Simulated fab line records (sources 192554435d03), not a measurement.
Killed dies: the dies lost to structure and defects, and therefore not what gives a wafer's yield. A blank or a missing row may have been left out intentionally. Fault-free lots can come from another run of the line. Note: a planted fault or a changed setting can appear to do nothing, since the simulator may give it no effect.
Matching of chambers + flow n5-finfet + rie-diel-02 running N5_BEOL_M12_VIA_ETCH_16: 4 sister chambers
The step etches SiOC in C4F8/O2/Ar, target depth 724.8 nm. 8 wafers are shown with their chamber, then 10 later ones without.

WAFERS WITH THEIR CHAMBER
| wafer  | chamber | drypump-motor-current-A (A) | throttle-valve-pct (%) |
|--------|---------|-----------------------------|------------------------|
| L081.6 | 0       | 5.5                         | 23.83                  |
| L084.2 | 3       | 5.8                         | 24.34                  |
| L087.4 | 2       | 5.6                         | 24.46                  |
| L090.3 | 3       | 5.9                         | 24.34                  |
| L090.5 | 0       | 5.5                         | 23.85                  |
| L090.6 | 1       | 4.8                         | 23.82                  |
| L093.2 | 2       | 5.6                         | 24.49                  |
| L093.3 | 1       | 4.8                         | 23.83                  |

WAFERS WITHOUT THEIR CHAMBER
| wafer  | drypump-motor-current-A (A) | throttle-valve-pct (%) |
|--------|-----------------------------|------------------------|
| L093.4 | 5.6                         | 24.50                  |
| L095.2 | 5.6                         | 24.50                  |
| L095.4 | 4.8                         | 23.85                  |
| L095.6 | 5.9                         | 24.35                  |
| L097.1 | 5.5                         | 23.88                  |
| L097.3 | 5.9                         | 24.36                  |
| L097.5 | 5.9                         | 24.35                  |
| L096.1 | 4.8                         | 23.85                  |
| L096.5 | 5.9                         | 24.37                  |
| L096.6 | 5.6                         | 24.51                  |

THE CHAMBER EACH PASSED THROUGH
| wafer  | from the rows above | in truth |
|--------|---------------------|----------|
| L093.4 | 2                   | 2        |
| L095.2 | 2                   | 2        |
| L095.4 | 1                   | 1        |
| L095.6 | 3                   | 3        |
| L097.1 | 0                   | 0        |
| L097.3 | 3                   | 3        |
| L097.5 | 3                   | 3        |
| L096.1 | 1                   | 1        |
| L096.5 | 3                   | 3        |
| L096.6 | 2                   | 2        |
Placed correctly: 10 of 10. Can't be placed from these rows: 0. Placed wrongly: 0.
How it was worked out, from the rows above alone: a wafer's distance from a chamber is the root of the sum, over the readings, of the square of ((its reading less the chamber's mean) divided by the reading's scatter). The wafer belongs to the nearest chamber; if the next one is less than 2 further off, it can't be placed. Each chamber's mean is taken over the wafers shown for it. The scatter is the square root of a quotient: the sum, over the shown wafers, of each reading's squared deviation from its chamber's mean, divided by wafers minus chambers.
